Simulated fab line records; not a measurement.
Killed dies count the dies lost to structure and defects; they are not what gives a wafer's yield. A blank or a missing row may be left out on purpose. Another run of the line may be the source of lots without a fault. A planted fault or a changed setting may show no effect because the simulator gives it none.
Which tool was responsible?	flow n5_finfet	24 lots, 72 wafers sampled, at 5 steps of a route of 1938

== WHAT THE GAUGES READ, wafer by wafer ==
N5_SD_ACTIVATION_INSPECT_02: inspects for defects (darkfield).
lot	measured	on	raw_defect_count
L074	day 3 08:50	defect_inspect-02	152 153 197
L075	day 3 15:02	defect_inspect-02	188 215 195
L076	day 3 21:49	defect_inspect-01	183 214 163
L077	day 4 02:19	defect_inspect-02	138 256 107
L078	day 4 11:02	defect_inspect-02	187 157 187
L079	day 4 14:40	defect_inspect-01	198 189 181
L080	day 4 22:43	defect_inspect-02	249 133 193
L081	day 5 05:49	defect_inspect-02	178 165 156
L082	day 5 08:25	defect_inspect-02	270 237 232
L083	day 5 17:07	defect_inspect-01	140 142 144
L084	day 5 22:46	defect_inspect-01	172 198 196
L085	day 6 08:57	defect_inspect-02	160 156 102
L086	day 6 10:44	defect_inspect-01	182 160 154
L087	day 6 16:44	defect_inspect-01	119 158 130
L088	day 7 00:14	defect_inspect-02	162 149 128
L089	day 7 05:52	defect_inspect-02	228 178 221
L090	day 7 15:14	defect_inspect-02	147 186 151
L092	day 7 22:22	defect_inspect-01	167 142 166
L091	day 8 01:06	defect_inspect-02	241 222 192
L093	day 8 07:13	defect_inspect-02	168 157 208
L094	day 8 10:24	defect_inspect-02	116 181 248
L095	day 8 16:48	defect_inspect-01	228 249 229
L096	day 8 22:29	defect_inspect-02	253 221 138
L097	day 9 06:38	defect_inspect-01	125 158 170

N5_SDB_INSPECT_36: inspects for defects (darkfield).
lot	measured	on	raw_defect_count
L074	day 3 19:54	defect_inspect-02	54 60 66
L075	day 4 01:38	defect_inspect-01	24 16 30
L076	day 4 08:43	defect_inspect-02	29 40 23
L077	day 4 13:10	defect_inspect-01	18 25 35
L078	day 4 22:32	defect_inspect-02	22 42 61
L079	day 5 01:49	defect_inspect-02	35 24 27
L080	day 5 10:20	defect_inspect-01	29 35 29
L081	day 5 17:25	defect_inspect-01	49 61 39
L082	day 5 19:23	defect_inspect-01	35 21 38
L083	day 6 04:11	defect_inspect-01	16 34 28
L084	day 6 11:16	defect_inspect-02	75 80 33
L085	day 6 19:41	defect_inspect-01	17 16 27
L086	day 6 21:50	defect_inspect-02	22 39 76
L087	day 7 03:34	defect_inspect-02	21 26 23
L088	day 7 11:25	defect_inspect-02	13 55 37
L089	day 7 17:40	defect_inspect-01	36 21 33
L090	day 8 02:06	defect_inspect-02	42 51 21
L092	day 8 10:05	defect_inspect-01	24 25 20
L091	day 8 12:14	defect_inspect-01	21 20 30
L093	day 8 18:20	defect_inspect-01	18 26 31
L094	day 8 21:33	defect_inspect-02	39 55 52
L095	day 9 04:14	defect_inspect-02	38 42 26
L096	day 9 09:42	defect_inspect-01	30 44 40
L097	day 9 17:14	defect_inspect-01	26 36 55

== EACH LOT AND THE TOOL THAT RAN IT (in order: tool; ch and the chambers of the sampled wafers; start) ==
lot	N5_ILD0_ALD_15	N5_SDB_ETCH_25	N5_SDB_ALD_29
L074	ald_sin-02 ch 0,2,3, day 3 12:55	rie_diel-01 ch 0,1,2, day 3 16:32	ald_sin-04 ch 1,2,3, day 3 16:50
L075	ald_sin-02 ch 0,3, day 3 18:47	rie_diel-04 ch 1,2, day 3 22:18	ald_sin-01 ch 0,2,3, day 3 22:35
L076	ald_sin-01 ch 1,2,3, day 4 01:53	rie_diel-01 ch 0,2,3, day 4 05:23	ald_sin-01 ch 0,1,3, day 4 05:39
L077	ald_sin-02 ch 0,1,2, day 4 06:04	rie_diel-03 ch 1,2, day 4 09:51	ald_sin-01 ch 2,3, day 4 10:07
L078	ald_sin-02 ch 0,1,3, day 4 15:17	rie_diel-04 ch 1,2,3, day 4 18:47	ald_sin-03 ch 0,1,3, day 4 19:28
L079	ald_sin-02 ch 0,1,2, day 4 18:25	rie_diel-04 ch 0,1,3, day 4 22:02	ald_sin-04 ch 0,1,2, day 4 22:45
L080	ald_sin-02 ch 2,3, day 5 03:10	rie_diel-01 ch 2,3, day 5 06:52	ald_sin-03 ch 2,3, day 5 07:17
L081	ald_sin-01 ch 0,2, day 5 09:34	rie_diel-01 ch 1,2,3, day 5 13:17	ald_sin-04 ch 1,2, day 5 14:22
L082	ald_sin-01 ch 0,1, day 5 12:12	rie_diel-01 ch 0,2,3, day 5 16:04	ald_sin-01 ch 2,3, day 5 16:20
L083	ald_sin-01 ch 0,1,3, day 5 21:17	rie_diel-03 ch 1,2,3, day 6 00:47	ald_sin-03 ch 0,1, day 6 01:03
L084	ald_sin-01 ch 0,1, day 6 04:23	rie_diel-04 ch 0,1,2, day 6 07:57	ald_sin-04 ch 0,1, day 6 08:13
L085	ald_sin-02 ch 0,2, day 6 12:42	rie_diel-01 ch 0,1, day 6 16:22	ald_sin-03 ch 0,3, day 6 16:38
L086	ald_sin-02 ch 0,1,3, day 6 14:53	rie_diel-01 ch 2,3, day 6 18:30	ald_sin-01 ch 1,2, day 6 18:46
L087	ald_sin-04 ch 0,1, day 6 20:41	rie_diel-03 ch 0,2, day 7 00:11	ald_sin-03 ch 2,3, day 7 00:28
L088	ald_sin-01 ch 0,1,2, day 7 04:07	rie_diel-04 ch 1,2,3, day 7 08:05	ald_sin-01 ch 1,2, day 7 08:22
L089	ald_sin-04 ch 1,2,3, day 7 09:56	rie_diel-03 ch 0,2,3, day 7 14:20	ald_sin-03 ch 0,1,2, day 7 14:37
L090	ald_sin-01 ch 0,2,3, day 7 18:59	rie_diel-04 ch 0,2,3, day 7 22:44	ald_sin-04 ch 0,1,3, day 7 23:03
L092	ald_sin-02 ch 1,2,3, day 8 02:07	rie_diel-01 ch 1,2,3, day 8 05:51	ald_sin-04 ch 0,2,3, day 8 07:01
L091	ald_sin-04 ch 0,1, day 8 04:51	rie_diel-01 ch 0,1, day 8 08:29	ald_sin-01 ch 2,3, day 8 09:11
L093	ald_sin-04 ch 0,1,3, day 8 11:21	rie_diel-04 ch 2,3, day 8 15:01	ald_sin-04 ch 0,2, day 8 15:17
L094	ald_sin-01 ch 1,2,3, day 8 14:09	rie_diel-04 ch 1,2,3, day 8 18:14	ald_sin-04 ch 2,3, day 8 18:29
L095	ald_sin-01 ch 0,2, day 8 21:02	rie_diel-03 ch 1,3, day 9 00:55	ald_sin-01 ch 0,3, day 9 01:11
L096	ald_sin-04 ch 2,3, day 9 02:43	rie_diel-04 ch 2,3, day 9 06:20	ald_sin-04 ch 1,3, day 9 06:39
L097	ald_sin-04 ch 0,1,3, day 9 10:23	rie_diel-04 ch 0,2,3, day 9 13:55	ald_sin-04 ch 1,2, day 9 14:11
- N5_ILD0_ALD_15: deposits SiNx, target thk 24 nm, pulse time 1 s, ald cycles 480.
- N5_SDB_ETCH_25: etches SiO2 in C4F6/O2, target depth 10 nm, time 3.3 s.
- N5_SDB_ALD_29: deposits SiNx, target thk 30 nm, pulse time 1 s, ald cycles 600.

== WHAT THE TOOLS THEMSELVES READ (means of the sampled wafers that have a number; where no wafer has one, the mark that the record gives instead) ==
N5_ILD0_ALD_15.
lot	tool	heater_power_w (W)	precursor_pulse_height_rel
L074	ald_sin-02	853	1.013
L075	ald_sin-02	922	1.000
L076	ald_sin-01	998	1.012
L077	ald_sin-02	769	0.978
L078	ald_sin-02	845	0.995
L079	ald_sin-02	766	1.004
L080	ald_sin-02	818	1.011
L081	ald_sin-01	851	0.990
L082	ald_sin-01	901	1.007
L083	ald_sin-01	892	1.012
L084	ald_sin-01	827	1.006
L085	ald_sin-02	778	1.001
L086	ald_sin-02	856	1.022
L087	ald_sin-04	752	1.018
L088	ald_sin-01	925	1.000
L089	ald_sin-04	890	0.993
L090	ald_sin-01	905	1.021
L092	ald_sin-02	817	0.999
L091	ald_sin-04	746	1.007
L093	ald_sin-04	840	1.010
L094	ald_sin-01	989	1.013
L095	ald_sin-01	938	1.014
L096	ald_sin-04	995	1.001
L097	ald_sin-04	840	1.003

N5_SDB_ETCH_25.
lot	tool	drypump_motor_current_A (A)	oes_product_au (a.u.)	rf_fwd_power_W (W)	rf_vpp_V (V)	showerhead_plenum_p_Torr (Torr)	throttle_valve_pct (%)
L074	rie_diel-01	6.1	0.78	342.0	668	2.81	20.96
L075	rie_diel-04	5.8	0.82	341.2	671	2.99	21.42
L076	rie_diel-01	6.0	0.80	342.8	666	2.79	21.02
L077	rie_diel-03	6.0	0.73	342.8	662	2.86	21.19
L078	rie_diel-04	5.8	0.86	341.0	674	3.01	21.34
L079	rie_diel-04	5.8	0.90	343.0	672	2.96	21.09
L080	rie_diel-01	6.0	0.75	342.0	666	2.81	21.14
L081	rie_diel-01	6.0	0.74	342.8	665	2.80	21.16
L082	rie_diel-01	6.0	0.79	342.1	667	2.78	21.04
L083	rie_diel-03	5.9	0.75	344.2	661	2.84	21.31
L084	rie_diel-04	5.8	0.84	341.2	667	2.92	21.21
L085	rie_diel-01	6.0	0.74	343.4	667	2.79	21.00
L086	rie_diel-01	6.1	0.74	342.6	665	2.80	21.15
L087	rie_diel-03	5.4	0.74	344.2	669	2.90	21.45
L088	rie_diel-04	5.8	0.82	342.3	674	3.00	21.36
L089	rie_diel-03	5.5	0.74	342.1	665	2.83	21.41
L090	rie_diel-04	5.6	0.82	341.9	667	2.92	21.24
L092	rie_diel-01	6.0	0.72	342.4	665	2.79	21.19
L091	rie_diel-01	6.0	0.78	342.2	668	2.76	20.90
L093	rie_diel-04	5.6	0.78	341.1	671	2.97	21.51
L094	rie_diel-04	5.8	0.81	342.1	674	3.00	21.38
L095	rie_diel-03	6.1	0.82	341.8	657	2.75	21.20
L096	rie_diel-04	5.6	0.80	342.6	673	2.99	21.42
L097	rie_diel-04	5.6	0.80	342.8	666	2.91	21.26

N5_SDB_ALD_29.
lot	tool	heater_power_w (W)	precursor_pulse_height_rel
L074	ald_sin-04	879	1.008
L075	ald_sin-01	942	0.996
L076	ald_sin-01	915	1.002
L077	ald_sin-01	998	1.022
L078	ald_sin-03	839	1.009
L079	ald_sin-04	845	1.002
L080	ald_sin-03	863	1.009
L081	ald_sin-04	812	1.009
L082	ald_sin-01	957	1.014
L083	ald_sin-03	853	0.998
L084	ald_sin-04	737	0.991
L085	ald_sin-03	884	0.986
L086	ald_sin-01	1028	1.017
L087	ald_sin-03	853	1.002
L088	ald_sin-01	1028	1.006
L089	ald_sin-03	854	0.997
L090	ald_sin-04	844	1.005
L092	ald_sin-04	929	1.001
L091	ald_sin-01	1024	0.978
L093	ald_sin-04	953	1.020
L094	ald_sin-04	988	1.000
L095	ald_sin-01	799	1.001
L096	ald_sin-04	883	0.994
L097	ald_sin-04	811	1.000

== THE ANSWER, worked out from the rows above alone ==
Rule: the usual values come from the lots themselves. The widest of any qualifying gaps counts: lots, ordered by their means at a reading, are off when they make up no more than a third of the lots, leave a main group of 4 or more, and stand apart from it by 3 or more times the standard deviation of that group's means. A main group whose means are all the same, to the digits that the tables above print for the reading, isn't used. A lot without any number at a reading at which 4 lots or more have one is off too. All remaining lots with rows at the step are treated as sound. The gauges are gone through in route order, then the tools' own readings, and for those a lot's mean is taken as printed above. At the first step where some lot is off, the reading lying furthest off is the one used; lots without a number count as furthest.
No lot is off on any of the readings shown, so nothing can be concluded from this.

== WHAT THE SIMULATOR PUT IN ==
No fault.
